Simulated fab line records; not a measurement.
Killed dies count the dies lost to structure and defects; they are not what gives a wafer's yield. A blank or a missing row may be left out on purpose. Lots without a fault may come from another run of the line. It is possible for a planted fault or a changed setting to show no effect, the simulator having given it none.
Chamber matching | flow n5Finfet | N5_BEOL_M8_STRIP_67 on rieDiel-01 has 4 sister chambers
The step strips in CF4. 4 wafers are shown with their chamber, then 10 later ones without.

EACH WAFER AND ITS CHAMBER
wafer  | chamber | drypumpMotorCurrentA (A)
L085.6 | 0       | 6.8
L090.4 | 3       | 5.1
L087.1 | 2       | 4.9
L087.4 | 1       | 6.1

WAFERS MISSING THEIR CHAMBER
wafer  | drypumpMotorCurrentA (A)
L087.5 | 4.9
L094.2 | 6.1
L094.4 | 4.9
L094.6 | 6.1
L097.4 | 4.9
L097.5 | 6.8
L097.6 | 6.2
L096.2 | 4.9
L096.4 | 6.1
L096.6 | 4.9

WHICH CHAMBER EACH WENT THROUGH
wafer  | from the rows above | in truth
L087.5 | 2                   | 2
L094.2 | 1                   | 1
L094.4 | 2                   | 2
L094.6 | 1                   | 1
L097.4 | 2                   | 2
L097.5 | 0                   | 0
L097.6 | 1                   | 1
L096.2 | 2                   | 2
L096.4 | 1                   | 1
L096.6 | 2                   | 2
Placed correctly: 10 of 10. From these rows, 0 cannot be placed. Number placed wrongly: 0.
How it was worked out, from the rows above alone: a wafer's distance from a chamber is the root of the sum, over the readings, of the square of ((its reading less the chamber's mean) divided by the reading's scatter). If the next closest chamber is less than 2 further off than the closest, the wafer can't be placed; otherwise it belongs to the closest. The mean given for a chamber averages the wafers shown for that chamber. The scatter (one wafer shown for each chamber): square how far every hidden wafer sits from the nearest shown wafer, average those squares and take the square root.
